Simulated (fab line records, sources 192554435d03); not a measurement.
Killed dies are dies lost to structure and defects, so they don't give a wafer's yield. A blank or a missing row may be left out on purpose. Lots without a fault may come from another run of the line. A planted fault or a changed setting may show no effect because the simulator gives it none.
Chamber matching | flow n5_finfet | N5_BEOL_M8_STRIP_19 on rie_diel-06: 4 sister chambers
The step strips in O2. 22 wafers are shown with their chamber, then 11 later ones without.

WAFERS WITH THEIR CHAMBER
wafer  | chamber | drypump_motor_current_A (A) | throttle_valve_pct (%) | showerhead_plenum_p_Torr (Torr)
L074.2 | 2       | 5.4                         | 17.06                  | 2.17
L074.3 | 1       | 5.0                         | 16.40                  | 2.04
L074.4 | 0       | 5.8                         | 16.43                  | 2.05
L081.1 | 2       | 5.5                         | 17.08                  | 2.17
L081.2 | 0       | 5.7                         | 16.47                  | 2.04
L081.3 | 1       | 5.0                         | 16.43                  | 2.03
L082.1 | 0       | 5.7                         | 16.50                  | 2.04
L082.2 | 1       | 5.0                         | 16.43                  | 2.03
L082.3 | 2       | 5.4                         | 17.10                  | 2.17
L082.4 | 1       | 5.0                         | 16.43                  | 2.03
L082.5 | 2       | 5.5                         | 17.09                  | 2.16
L082.6 | 0       | 5.7                         | 16.50                  | 2.04
L085.2 | 0       | 5.8                         | 16.48                  | 2.04
L085.5 | 0       | 5.8                         | 16.50                  | 2.04
L085.6 | 2       | 5.5                         | 17.11                  | 2.16
L088.1 | 2       | 5.4                         | 17.13                  | 2.16
L088.2 | 0       | 5.7                         | 16.50                  | 2.04
L088.3 | 1       | 5.0                         | 16.43                  | 2.03
L088.4 | 3       | 6.4                         | 16.95                  | 2.08
L088.5 | 1       | 5.0                         | 16.43                  | 2.03
L088.6 | 2       | 5.4                         | 17.12                  | 2.16
L090.1 | 3       | 6.4                         | 16.95                  | 2.08

SIGNATURES (means of the wafers above)
reading                  | chamber 0 | chamber 1 | chamber 2 | chamber 3 | scatter within a chamber
drypump_motor_current_A  | 5.743     | 5.000     | 5.443     | 6.400     | 0.0436
throttle_valve_pct       | 16.4829   | 16.4250   | 17.0986   | 16.9500   | 0.0216
showerhead_plenum_p_Torr | 2.0414    | 2.0317    | 2.1643    | 2.0800    | 0.00435
Rule: a wafer's distance from a chamber is the root of the sum, over the readings, of the square of ((its reading less the chamber's mean) divided by the reading's scatter). The wafer belongs to the nearest chamber; if the next one is less than 2 further off, it can't be placed. The scatter: the root of (the sum of the squares of (reading less its chamber's mean) over the shown wafers, divided by (wafers less chambers)).

WAFERS WITHOUT THEIR CHAMBER
wafer  | drypump_motor_current_A (A) | throttle_valve_pct (%) | showerhead_plenum_p_Torr (Torr)
L090.2 | 5.5                         | 17.12                  | 2.16
L090.3 | 5.7                         | 16.51                  | 2.04
L089.1 | 5.5                         | 17.14                  | 2.16
L089.2 | 6.4                         | 16.96                  | 2.08
L089.4 | 5.0                         | 16.46                  | 2.03
L092.1 | 6.4                         | 16.97                  | 2.08
L092.2 | 5.7                         | 16.51                  | 2.04
L092.3 | 5.5                         | 17.13                  | 2.16
L092.4 | 5.0                         | 16.44                  | 2.03
L092.5 | 5.4                         | 17.13                  | 2.16
L092.6 | 5.0                         | 16.46                  | 2.03

WHICH CHAMBER EACH WENT THROUGH
wafer  | from the rows above | in truth
L090.2 | 2                   | 2
L090.3 | 0                   | 0
L089.1 | 2                   | 2
L089.2 | 3                   | 3
L089.4 | 1                   | 1
L092.1 | 3                   | 3
L092.2 | 0                   | 0
L092.3 | 2                   | 2
L092.4 | 1                   | 1
L092.5 | 2                   | 2
L092.6 | 1                   | 1
Placed correctly: 11 of 11. Can't be placed from these rows: 0. Placed wrongly: 0.
